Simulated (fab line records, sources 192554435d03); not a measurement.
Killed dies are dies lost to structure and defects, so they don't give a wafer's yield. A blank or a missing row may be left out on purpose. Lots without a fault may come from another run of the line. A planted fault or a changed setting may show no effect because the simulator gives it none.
fab line records | flow n5_finfet
record lots=7 wafers=39
route steps=1938 shown BEOL_M13@1706 PASSIVATION@1915
start_h: hours from the record's first day to the start of the lot's first wafer shown | wait_h: hours since the lot's step before | " the same as in the row above | L1.1+2: a row that stands for several wafers | - no value, or no start given | * or withheld: withheld | < > ~ a bound
route shown NAME@n: a module of which the file shows steps, and the number in the route of the first | usual: mean/standard deviation of fault-free wafers | same: alike in all rows | chamber/n: place in a boat | sites: the reading at each site | _std_site: their standard deviation | _edge_site: outer sites' mean less inner sites' | radius_mm: how far each site lies from the wafer's centre | mask NAME#n: copy n | behind: the tool/chamber that last shaped the wafer | hold: why the lot was held/for how many hours/how that ended | device: the transistor (n, p or np) that didn't switch | end of line: the same wafers' tests at the end of the route | a step without rows: its recipe alone | killed: dies lost to structure and defects at the first sort, not the wafer's yield | map: a wafer's dies, x killed, . not, _ none there
set.NAME: the setting as run; set.NAME@STEP: as run at that earlier step | model.NAME: the simulator's own value behind a step, which no gauge read
lots whose settings were changed on purpose; a table a step, a row a wafer
## steps
# step N5_BEOL_M13_SPUTTER_44
# recipe material=Ta target_thk_a=100 temp_c=50 bias_v=80 power_w=15000 chamber_pressure_pa=0.07 time_s=16.13
# columns lot.wafer tool chamber start_h wait_h set.time_s model.Ta_of_BEOL_M13_SPUTTER_44.thk_nm
L077.1+3 pvd_sputter-01 - 257.49 0.0 16.13 10
L077.2 " - " " 21.89 13.6
L077.4+5 " - " " 21.89 13.4
L077.6 " - " " 16.13 9.6
L079.1+2+6 pvd_sputter-03 - 261.76 0.0 16.13 9.6
L079.3+4+5 " - " " 16.13 9.8
L081.1+3+4 pvd_sputter-02 - 284.04 0.0 16.13 10
L081.2 " - " " 7.374 4.4
L081.5+6 " - " " 7.374 4.6
L083.2+4+6 pvd_sputter-02 - 289.98 0.0 16.13 10
L086.1+3 pvd_sputter-03 - 313.87 0.0 16.13 9.8
L086.2+4 " - " " 16.13 10
L086.5+6 " - " " 16.13 9.6
L089.1+5 pvd_sputter-01 - 345.42 0.0 16.13 9.8
L089.2+3+4+6 " - " " 16.13 10
L096.1+2+3+4+5+6 pvd_sputter-01 - 392.41 0.0 16.13 10.2
# step N5_BEOL_M13_SPUTTER_45
# recipe material=Cu target_thk_a=800 temp_c=-20 bias_v=60 power_w=26000 chamber_pressure_pa=0.13 time_s=13.33
# step N5_BEOL_M13_ECD_47
# recipe material=Cu target_thk_a=9360
# step N5_BEOL_M13_ANNEAL_48
# recipe temp_c=225 time_s=90 ambient=N2
# step N5_BEOL_M13_CMP_49
# recipe stop_on=SiOC t_overpolish_s=17.1 down_force_psi=1 platen_rpm=50 clearing_platen_down_force_psi=1.5 clearing_platen_rpm=50 post_cmp_clean=cu_alkaline target_thk_nm=420 clearing_platen_pad_velocity_m_s=0.99484 pad_velocity_m_s=0.99484
# usual barrier_field_endpoint_s=30.5/0.79
# columns lot.wafer tool chamber start_h wait_h set.time_s@BEOL_M13_SPUTTER_44 barrier_field_endpoint_s
L077.3 cmp-03 3 258.15 0.2 16.13 30.4
L077.4 " 0 " " 21.89 36.6
L077.1 " 1 " " 16.13 31.1
L077.2 " 2 " " 21.89 34.4
L077.5 " 3 " " 21.89 34.1
L077.6 " 0 " " 16.13 31.8
L079.3 cmp-01 2 262.42 0.2 16.13 29.5
L079.4 " 3 " " 16.13 29.2
L079.1 " 0 " " 16.13 30.9
L079.2 " 1 " " 16.13 29.3
L079.5 " 2 " " 16.13 30.3
L079.6 " 3 " " 16.13 29.7
L081.1 cmp-03 2 284.92 0.3 16.13 30.4
L081.4 " 3 " " 16.13 30.8
L081.3 " 0 " " 16.13 32.6
L081.2 " 1 " " 7.374 24.0
L081.6 " 2 " " 7.374 22.9
L081.5 " 3 " " 7.374 24.3
L083.2 cmp-02 1 290.65 0.2 16.13 30.3
L083.4 " 2 " " 16.13 31.3
L083.6 " 1 " " 16.13 30.3
L086.3 cmp-01 0 314.71 0.2 16.13 32.2
L086.2 " 1 " " 16.13 30.9
L086.1 " 2 " " 16.13 30.7
L086.4 " 3 " " 16.13 30.1
L086.6 " 0 " " 16.13 30.8
L086.5 " 1 " " 16.13 30.1
L089.4 cmp-01 0 346.23 0.1 16.13 31.3
L089.3 " 1 " " 16.13 30.2
L089.2 " 2 " " 16.13 30.1
L089.1 " 3 " " 16.13 29.9
L089.6 " 0 " " 16.13 30.6
L089.5 " 1 " " 16.13 30.1
L096.3 cmp-03 0 393.07 0.2 16.13 31.8
L096.1 " 1 " " 16.13 30.8
L096.2 " 2 " " 16.13 29.6
L096.4 " 3 " " 16.13 30.2
L096.5 " 0 " " 16.13 32.0
L096.6 " 1 " " 16.13 31.4
# step N5_PASSIVATION_PECVD_53
# recipe material=SiO2 target_thk_a=8000 temp_c=400 precursor=TEOS/O2 pressure_torr=6.5 rf_w=withheld teos_flow_sccm=withheld gas=O2 flow_sccm=2650 time_s=169.4
# columns lot.wafer tool chamber start_h wait_h set.time_s model.SiO2_of_PASSIVATION_PECVD_53.thk_nm
L079.1 pecvd-02 0 286.41 0.0 169.4 815.2
L079.2 " 1 " " 169.4 798.2
L079.3 " 2 " " 169.4 804.8
L079.4 " 2 " " 169.4 828.4
L079.5 " 0 " " 169.4 822.4
L079.6 " 1 " " 169.4 817.8
L077.1 pecvd-03 1 292.38 0.0 225.8 1048
L077.2 " 0 " " 169.4 778.4
L077.3 " 2 " " 225.8 1046
L077.4 " 2 " " 169.4 798
L077.5 " 1 " " 225.8 1077
L077.6 " 0 " " 169.4 784
L081.1 pecvd-02 0 306.08 0.0 169.4 809.2
L081.2 " 2 " " 169.4 786.8
L081.3 " 1 " " 169.4 805.6
L081.4 " 1 " " 169.4 807.2
L081.5 " 0 " " 169.4 816.8
L081.6 " 2 " " 169.4 810.6
L083.2 pecvd-02 0 312.17 0.0 169.4 820.8
L083.4 " 0 " " 169.4 813.8
L083.6 " 2 " " 169.4 800.8
L086.1 pecvd-01 0 340.45 0.0 120 578.6
L086.2 " 2 " " 169.4 791.4
L086.3 " 1 " " 120 570.2
L086.4 " 0 " " 169.4 820.6
L086.5 " 2 " " 169.4 831
L086.6 " 1 " " 120 583.6
L089.1 pecvd-01 0 374.16 0.0 209.6 995.6
L089.2 " 2 " " 209.6 980.4
L089.3 " 1 " " 209.6 992.4
L089.4 " 2 " " 169.4 803.6
L089.5 " 0 " " 169.4 817.6
L089.6 " 1 " " 169.4 817.4
L096.1 pecvd-02 2 418.86 0.0 89.98 413.4
L096.2 " 1 " " 169.4 791.4
L096.3 " 0 " " 89.98 432
L096.4 " 1 " " 169.4 799
L096.5 " 0 " " 89.98 435.6
L096.6 " 2 " " 169.4 807.2
## key
split step=N5_BEOL_M13_SPUTTER_44 setting=time_s stated=16.13 by=wafer
response step=N5_BEOL_M13_SPUTTER_44 reading=model.Ta_of_BEOL_M13_SPUTTER_44.thk_nm change=+0.101 per=1% r=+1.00
response step=N5_BEOL_M13_CMP_49 reading=barrier_field_endpoint_s change=+0.13 per=1% r=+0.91
split step=N5_PASSIVATION_PECVD_53 setting=time_s stated=169.4 by=wafer
response step=N5_PASSIVATION_PECVD_53 reading=model.SiO2_of_PASSIVATION_PECVD_53.thk_nm change=+7.95 per=1% r=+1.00
